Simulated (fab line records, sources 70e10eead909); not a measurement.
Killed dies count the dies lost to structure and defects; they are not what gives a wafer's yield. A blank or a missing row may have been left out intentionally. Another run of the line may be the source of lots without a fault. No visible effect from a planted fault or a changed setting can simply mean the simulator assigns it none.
Which tool did it?	flow nand harc	14 lots with 42 wafers sampled at 3 steps, on a route of 1302 steps

== WHAT EACH GAUGE READ, for each wafer ==
NHARC_A_DECK1_JOINT_THK_MEAS_14: measures by ellipsometry. Usual: thk nm 51.1 nm, standard deviation 1.6.
lot	measured	on	thk nm (nm)	flag
L847	day 11 04:47	film metro-02	52.4 51.6 50.5	
L848	day 11 15:10	film metro-01	49.5 52.2 52.8	
L849	day 12 06:11	film metro-02	50.0 51.8 49.7	
L850	day 12 14:23	film metro-02	51.0 51.6 49.1	
L851	day 12 18:48	film metro-02	52.7 53.3 55.2	
L852	day 13 06:37	film metro-02	51.5 48.7 51.9	
L853	day 13 22:45	film metro-01	50.4 50.0 52.3	
L854	day 13 22:54	film metro-02	50.6 50.5 51.9	
L855	day 14 23:05	film metro-02	54.7 50.8 52.9	
L856	day 15 17:35	film metro-02	52.2 52.9 49.9	
L858	day 16 06:58	film metro-01	50.8 51.1 52.6	
L859	day 16 15:46	film metro-01	51.8 52.1 54.3	
L863	day 17 22:28	film metro-02	51.5 52.1 48.1	
L865	day 19 05:14	film metro-01	52.7 51.0 51.3	

NHARC_A_ONON_D2_THK_MEAS_14: measures by ellipsometry. Usual: thk nm 1001 nm, standard deviation 9.1.
lot	measured	on	thk nm (nm)	flag
L847	day 12 10:22	film metro-01	1013 1015 1014	
L848	day 12 20:43	film metro-02	1019 1019 1018	
L849	day 13 13:25	film metro-02	1001 1000 1000	
L850	day 13 13:50	film metro-02	1007 1009 1007	
L851	day 14 00:34	film metro-02	987 988 987	
L852	day 14 12:38	film metro-02	992 991 989	
L853	day 15 03:58	film metro-01	991 993 994	
L854	day 15 03:57	film metro-02	988 988 988	
L855	day 16 01:26	film metro-01	1018 1017 1016	
L856	day 16 20:37	film metro-01	1012 1015 1015	
L858	day 17 12:07	film metro-01	1005 1006 1007	
L859	day 17 18:25	film metro-01	1003 1004 1003	
L863	day 19 09:56	film metro-01	681 679 681 680 680 679	OFF
L865	day 20 07:17	film metro-01	692 693 693 692 691 693	OFF

== TOOL THAT RAN EACH LOT (tool first, then ch and the chambers of the sampled wafers, then the start) ==
lot	NHARC_A_ONON_D2_DEP_12
L847	pecvd onon-04 ch 0, day 12 09:55
L848	pecvd onon-04 ch 0, day 12 20:16
L849	pecvd onon-04 ch 0, day 13 12:55
L850	pecvd onon-03 ch 0, day 13 13:19
L851	pecvd onon-03 ch 0, day 14 00:07
L852	pecvd onon-03 ch 0, day 14 12:11
L853	pecvd onon-01 ch 0, day 15 03:38
L854	pecvd onon-03 ch 0, day 15 03:26
L855	pecvd onon-04 ch 0, day 16 00:53
L856	pecvd onon-01 ch 0, day 16 20:05
L858	pecvd onon-01 ch 0, day 17 11:36
L859	pecvd onon-04 ch 0, day 17 17:57
L863	pecvd onon-04 ch 0, day 19 09:25
L865	pecvd onon-04 ch 0, day 20 06:53
- NHARC_A_ONON_D2_DEP_12: target thk 1000 nm.

== WHAT THE TOOLS THEMSELVES READ (means of the sampled wafers that have a number; where no wafer has one, the mark that the record gives instead) ==
The record holds no such reading with a usual standard deviation.

== THE ANSWER, worked out from the rows above alone ==
Rule: a lot counts as off when the mean over its wafers that have a number is more than 3 standard deviations away from the usual mean. Also off: a lot with no number at a reading for which 4 or more lots have one. Where the step has rows for the other lots, those lots are counted as sound. After the gauges, taken in route order, come the tools' own readings; for these a lot's mean is taken, as printed above. The first step at which some lot is off is used, and at that step the reading that is off furthest; a lot without a number counts as furthest.
Off, at NHARC_A_ONON_D2_THK_MEAS_14 on thk nm: L863, L865.
If a tool, at a process step before that reading, ran all the lots that are off and no sound lot after the first of them, it fits. The gauges at NHARC_A_ONON_D2_THK_MEAS_14 are tried like those tools. 2 tools fit, pecvd onon-04 at NHARC_A_ONON_D2_DEP_12 and film metro-01 at NHARC_A_ONON_D2_THK_MEAS_14, so this cannot tell which one it is.

== WHAT THE SIMULATOR HAD INSERTED ==
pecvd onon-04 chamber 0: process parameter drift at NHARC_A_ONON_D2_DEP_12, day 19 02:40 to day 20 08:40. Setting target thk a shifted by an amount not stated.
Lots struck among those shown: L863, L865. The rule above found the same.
